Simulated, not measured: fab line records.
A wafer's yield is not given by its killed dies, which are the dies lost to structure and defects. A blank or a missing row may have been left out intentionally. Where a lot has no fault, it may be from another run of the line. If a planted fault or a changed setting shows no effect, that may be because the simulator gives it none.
Chamber matching | flow nand-harc | NHARC_A_STAIRCASE_DEP_471 on pecvd-02: 3 sister chambers
The step deposits SiO2, target thk 100 nm. 14 wafers are shown with their chamber, then 7 later ones without.

## EACH WAFER AND ITS CHAMBER
wafer  | chamber | throttle-valve-pct (%) | chamber-pressure-Torr (Torr) | mfc-precursor-sccm (sccm)
L075.3 | 2       | 15.0                   | 6.501                        | 160.8
L075.4 | 0       | 15.2                   | 6.476                        | 161.2
L075.5 | 2       | 14.8                   | 6.514                        | 159.9
L078.1 | 1       | 16.0                   | 6.491                        | 160.6
L078.3 | 2       | 14.8                   | 6.525                        | 161.4
L078.5 | 0       | 15.4                   | 6.489                        | 161.7
L084.1 | 0       | 14.4                   | 6.503                        | 160.7
L084.3 | 1       | 15.7                   | 6.462                        | 161.2
L084.6 | 2       | 14.4                   | 6.495                        | 161.7
L081.4 | 0       | 14.4                   | 6.484                        | 161.1
L081.5 | 2       | 14.5                   | 6.499                        | 160.4
L081.6 | 1       | 15.9                   | 6.485                        | 161.1
L085.3 | 2       | 14.4                   | 6.507                        | 160.5
L085.4 | 2       | 14.3                   | 6.507                        | 160.3

SIGNATURES (averages over the wafers above)
reading               | chamber 0 | chamber 1 | chamber 2 | scatter within a chamber
throttle-valve-pct    | 14.850    | 15.867    | 14.600    | 0.343
chamber-pressure-Torr | 6.48800   | 6.47933   | 6.50686   | 0.0116
mfc-precursor-sccm    | 161.175   | 160.967   | 160.714   | 0.535
Rule: distance of a wafer from a chamber = root of the sum over the readings of ((wafer's reading minus chamber's mean) / reading's scatter) squared. If the next closest chamber is less than 2 further off than the closest, the wafer can't be placed; otherwise it belongs to the closest. The scatter is the square root of a quotient: the sum, over the shown wafers, of each reading's squared deviation from its chamber's mean, divided by wafers minus chambers.

## WAFERS WITHOUT THEIR CHAMBER
wafer  | throttle-valve-pct (%) | chamber-pressure-Torr (Torr) | mfc-precursor-sccm (sccm)
L085.6 | 16.2                   | 6.505                        | 160.6
L086.2 | 14.2                   | 6.474                        | 161.1
L086.3 | 14.3                   | 6.506                        | 160.8
L086.4 | 15.9                   | 6.510                        | 161.1
L095.1 | 14.7                   | 6.521                        | 161.1
L095.2 | 14.4                   | 6.501                        | 162.3
L095.4 | 14.5                   | 6.500                        | 161.9

## WHICH CHAMBER EACH WENT THROUGH
wafer  | from the rows above          | in truth
L085.6 | can't be placed: 1 or 0      | 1
L086.2 | can't be placed: 0 or 2      | 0
L086.3 | can't be placed: 2 or 0      | 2
L086.4 | can't be placed: 1 or 0 or 2 | 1
L095.1 | can't be placed: 2 or 0      | 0
L095.2 | can't be placed: 0 or 2      | 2
L095.4 | can't be placed: 0 or 2      | 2
Placed correctly: 0 of 7. Not placeable from these rows: 7 (in 7, the candidates include the true chamber). Number placed wrongly: 0.
